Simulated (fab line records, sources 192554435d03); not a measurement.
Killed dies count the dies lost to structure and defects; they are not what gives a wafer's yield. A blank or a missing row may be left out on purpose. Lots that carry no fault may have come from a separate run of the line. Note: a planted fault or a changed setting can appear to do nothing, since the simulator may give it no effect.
Which of the tools did it?	flow n5-finfet	12 lots with 34 wafers sampled at 4 steps, on a route of 1938 steps

WHAT EACH GAUGE READ, for each wafer
No reading from a measuring or inspecting step in the record can be judged against a usual standard deviation.

WHAT TOOL EACH LOT RAN ON (gives the tool, then ch and the chambers of the sampled wafers, and finally the start)
lot	N5_BEOL_M13_ETCH_38	N5_PASSIVATION_AL_DEP_21	N5_PASSIVATION_AL_ETCH_33	N5_PASSIVATION_PROBE_49
L958	rie-diel-05 ch 0,1,3, day 11 18:50	pvd-sputter-01, day 12 21:45	rie-metal-01 ch 0,1, day 12 22:23	prober-01, day 13 03:15
L959	rie-diel-05 ch 0,1, day 12 11:36	pvd-sputter-01, day 13 14:05	rie-metal-02 ch 1, day 13 14:53	prober-02, day 13 19:53
L961	rie-diel-05 ch 0,1, day 13 05:54	pvd-sputter-01, day 14 02:20	rie-metal-03 ch 1, day 14 03:20	prober-01, day 14 08:29
L964	rie-diel-06 ch 1,3, day 14 06:45	pvd-sputter-02, day 15 03:04	rie-metal-03 ch 0,1, day 15 03:55	prober-01, day 15 08:54
L965	rie-diel-06 ch 0,1, day 14 10:11	pvd-sputter-02, day 15 11:34	rie-metal-02 ch 1, day 15 12:25	prober-01, day 15 18:04
L966	rie-diel-05 ch 0,2,3, day 14 19:47	pvd-sputter-01, day 15 21:30	rie-metal-03 ch 0,1, day 15 22:09	prober-02, day 16 03:16
L967	rie-diel-02 ch 0,3, day 14 23:52	pvd-sputter-02, day 16 00:08	rie-metal-02 ch 1, day 16 01:01	prober-01, day 16 06:50
L972	rie-diel-06 ch 0,1,3, day 16 11:22	pvd-sputter-02, day 17 12:45	rie-metal-02 ch 0,1, day 17 13:31	prober-02, day 17 18:20
L976	rie-diel-02 ch 0,2,3, day 16 15:12	pvd-sputter-02, day 17 19:40	rie-metal-01 ch 0,1, day 17 20:29	prober-02, day 18 01:40
L974	rie-diel-05 ch 0,2,3, day 16 20:04	pvd-sputter-02, day 18 00:23	rie-metal-01 ch 0,1, day 18 01:02	prober-02, day 18 06:05
L973	rie-diel-05 ch 0,3, day 17 07:38	pvd-sputter-03, day 18 06:58	rie-metal-01 ch 0,1, day 18 07:52	prober-02, day 18 12:34
L978	rie-diel-06 ch 1,2,3, day 17 15:15	pvd-sputter-01, day 18 21:47	rie-metal-03 ch 1, day 18 23:08	prober-02, day 19 04:05
- N5_BEOL_M13_ETCH_38: etches SiCN in CF4/N2, target depth 67.5 nm, time 71.9 s.
- N5_PASSIVATION_AL_DEP_21: deposits Al, target thk 2800 nm, time 170 s.
- N5_PASSIVATION_AL_ETCH_33: etches Al in Cl2/BCl3, stops on TaN, target depth 2800 nm, time 466.7 s.
- N5_PASSIVATION_PROBE_49

AS READ BY THE TOOLS THEMSELVES (means over the sampled wafers that have a number; for cases with no such wafer, the mark the record gives instead)
N5_BEOL_M13_ETCH_38.
lot	tool	drypump-motor-current-A (A)	oes-product-au (a.u.)	rf-vpp-V (V)	showerhead-plenum-p-Torr (Torr)	throttle-valve-pct (%)
L958	rie-diel-05	5.3	0.82	382.2	2.19	15.34
L959	rie-diel-05	5.4	0.77	382.3	2.20	15.33
L961	rie-diel-05	5.4	0.76	382.0	2.20	15.32
L964	rie-diel-06	5.9	0.78	382.0	2.23	15.48
L965	rie-diel-06	5.6	0.82	380.2	2.14	15.54
L966	rie-diel-05	5.5	0.84	380.8	2.17	15.24
L967	rie-diel-02	5.4	0.80	381.8	2.19	15.43
L972	rie-diel-06	5.8	0.77	381.8	2.18	15.54
L976	rie-diel-02	5.6	0.75	382.0	2.19	15.56
L974	rie-diel-05	5.5	0.81	381.1	2.17	15.29
L973	rie-diel-05	5.2	0.81	379.7	2.14	15.30
L978	rie-diel-06	5.9	0.76	382.8	2.23	15.50

N5_PASSIVATION_AL_DEP_21.
lot	tool	substrate-temp-c (C)	throttle-valve-pct (%)
L958	pvd-sputter-01	399.96	31.0
L959	pvd-sputter-01	399.88	29.5
L961	pvd-sputter-01	400.14	30.7
L964	pvd-sputter-02	400.17	29.2
L965	pvd-sputter-02	399.83	29.3
L966	pvd-sputter-01	400.19	31.3
L967	pvd-sputter-02	399.83	29.8
L972	pvd-sputter-02	400.05	29.3
L976	pvd-sputter-02	400.03	30.6
L974	pvd-sputter-02	400.09	29.8
L973	pvd-sputter-03	399.93	30.1
L978	pvd-sputter-01	399.84	31.3

N5_PASSIVATION_AL_ETCH_33.
lot	tool	drypump-motor-current-A (A)	oes-product-au (a.u.)	throttle-valve-pct (%)
L958	rie-metal-01	5.5	0.78	34.25
L959	rie-metal-02	5.5	0.64	34.01
L961	rie-metal-03	4.9	0.81	34.27
L964	rie-metal-03	5.3	0.74	34.40
L965	rie-metal-02	5.5	0.65	33.97
L966	rie-metal-03	5.3	0.72	34.44
L967	rie-metal-02	5.5	0.65	33.99
L972	rie-metal-02	5.6	0.71	33.87
L976	rie-metal-01	5.5	0.73	34.25
L974	rie-metal-01	5.2	0.77	34.13
L973	rie-metal-01	5.1	0.76	34.15
L978	rie-metal-03	4.9	0.76	34.30

N5_PASSIVATION_PROBE_49.
lot	tool	defect-limited-yield (%)	killed_at_M0_to_M3	killed_at_M4_up	killed-at-contacts	killed-at-front-end	killed-at-other	killed-dies	killed-open	killed-short	sort_bin_5_function (%)	sort_bin_6_memory (%)	sort-n-pass	sort-yield-pct (%)
L958	prober-01	89.0	39	15	13	55	8	130	74	52	6.4	4.0	1050	89.0
L959	prober-02	90.1	36	14	19	43	4	116	75	39	5.4	3.9	1064	90.1
L961	prober-01	91.5	30	18	13	40	0	100	69	28	4.3	3.5	1080	91.5
L964	prober-01	92.3	21	14	17	36	3	91	64	26	4.7	2.7	1089	92.3
L965	prober-01	90.4	31	11	21	46	4	114	75	36	5.7	3.4	1066	90.4
L966	prober-02	90.5	53	13	6	36	5	112	68	42	5.5	3.6	1068	90.5
L967	prober-01	92.3	28	19	5	35	4	91	59	30	4.4	2.9	1089	92.3
L972	prober-02	91.5	29	8	16	42	5	100	68	29	4.8	3.3	1080	91.5
L976	prober-02	88.8	52	13	13	52	1	132	79	50	6.5	4.2	1048	88.8
L974	prober-02	84.3	42	101	5	35	3	186	65	32	10.6	3.7	994	84.3
L973	prober-02	83.7	44	97	14	37	1	193	70	32	10.9	3.7	987	83.7
L978	prober-02	92.2	29	11	16	36	1	92	60	29	4.3	3.2	1088	92.2

THE ANSWER, worked out from the rows above alone
Rule: what is usual is taken from the lots themselves. The widest of any qualifying gaps counts: lots, ordered by their means at a reading, are off when they make up no more than a third of the lots, leave a main group of 4 or more, and stand apart from it by 3 or more times the standard deviation of that group's means. If all means in a main group match to the digits the tables above print for the reading, that group is not used. A lot without any number at a reading at which 4 lots or more have one is off too. Where the step has rows for the other lots, those lots are counted as sound. Order of review: gauges by route order, followed by the tools' own readings, for which a lot's mean as printed above is used. The first step at which some lot is off is used, and at that step the reading that is off furthest; a lot without a number counts as furthest.
Off, at N5_PASSIVATION_PROBE_49 on killed_at_M4_up: L974, L973. The main group has a mean of 14 with a standard deviation of 3.1.
If a tool, at that step or one of the process steps before it, ran each lot that is off and ran no sound lot following the first of them, it fits. 2 tools fit, rie-diel-05 at N5_BEOL_M13_ETCH_38 and rie-metal-01 at N5_PASSIVATION_AL_ETCH_33, so this cannot tell which one it is.

WHAT WAS PUT IN BY THE SIMULATOR
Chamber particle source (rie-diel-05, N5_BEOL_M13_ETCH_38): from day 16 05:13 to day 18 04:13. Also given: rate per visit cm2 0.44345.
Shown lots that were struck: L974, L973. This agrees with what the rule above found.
